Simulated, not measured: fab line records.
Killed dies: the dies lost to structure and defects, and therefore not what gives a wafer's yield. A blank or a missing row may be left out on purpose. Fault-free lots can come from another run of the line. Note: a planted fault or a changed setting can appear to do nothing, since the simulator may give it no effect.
One fault through the eyes of 2 desks    flow nand-harc    each desk has only its own numbers; what lay behind them comes last

== THE METROLOGY DESK ==
What the gauges read for every lot (on any tool): the sampled wafers with a number, averaged. Any lot whose mean is over 4 standard deviations away from the usual mean is out of limits and marked OUT; that distance is given in the brackets.
Columns: A = thk-nm at NHARC_A_ONON_D1_THK_MEAS_02, usual 999 nm
lot   first seen here  A
L239  day 7 18:24      986
L240  day 8 02:39      1001
L241  day 8 02:39      993
L252  day 10 14:59     426 (-68) OUT
L253  day 10 15:03     1007
L250  day 11 04:29     406 (-71) OUT
L254  day 11 10:53     996
L255  day 11 14:56     1006
L256  day 11 14:56     997
L257  day 12 08:55     993
L259  day 12 13:02     1003
L260  day 13 03:39     998
L261  day 13 13:35     982
This desk's verdict: out of limits on L250, L252, starting with L252 at day 10 14:59 (thk-nm at NHARC_A_ONON_D1_THK_MEAS_02). L239, L240, L241, L253, L254, L255, L256, L257, L259, L260, L261 stayed within limits.

== DESK OF THE TOOL OWNER: pecvd-onon-01 ==
The tool's own readings at NHARC_A_ONON_D1_DEP_00 (target thk 1000 nm): means of the sampled wafers that have a number, for each lot that ran on this tool. Any lot whose mean is over 4 standard deviations away from the usual mean is out of limits and marked OUT; that distance is given in the brackets.
Columns: A = n2-flow-sccm at NHARC_A_ONON_D1_DEP_00, usual 2753 sccm; B = sih4-flow-sccm at NHARC_A_ONON_D1_DEP_00, usual 210.2 sccm
lot   first seen here  A     B
L239  day 7 18:00      2756  210.6
L252  day 10 14:32     2752  210.0
L250  day 11 03:58     2759  209.3
L261  day 13 13:08     2746  210.1
Finding of this desk: none of the 4 lots has anything out of limits.

== ALL TOGETHER ==
On L250, L252, the metrology desk was in a position to raise an alarm at day 10 14:59.
The tool owner's desk saw nothing out of limits.
On record at the tool owner's desk: L250, L252, within its limits.
On pecvd-onon-01, each named lot ran NHARC_A_ONON_D1_DEP_00.

== WHAT WAS PUT IN BY THE SIMULATOR ==
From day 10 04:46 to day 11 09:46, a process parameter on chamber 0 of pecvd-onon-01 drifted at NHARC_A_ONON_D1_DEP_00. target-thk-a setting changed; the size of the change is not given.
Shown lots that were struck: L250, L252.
Delay in hours, fault start to first out-of-limits reading, per desk: metrology desk 10.
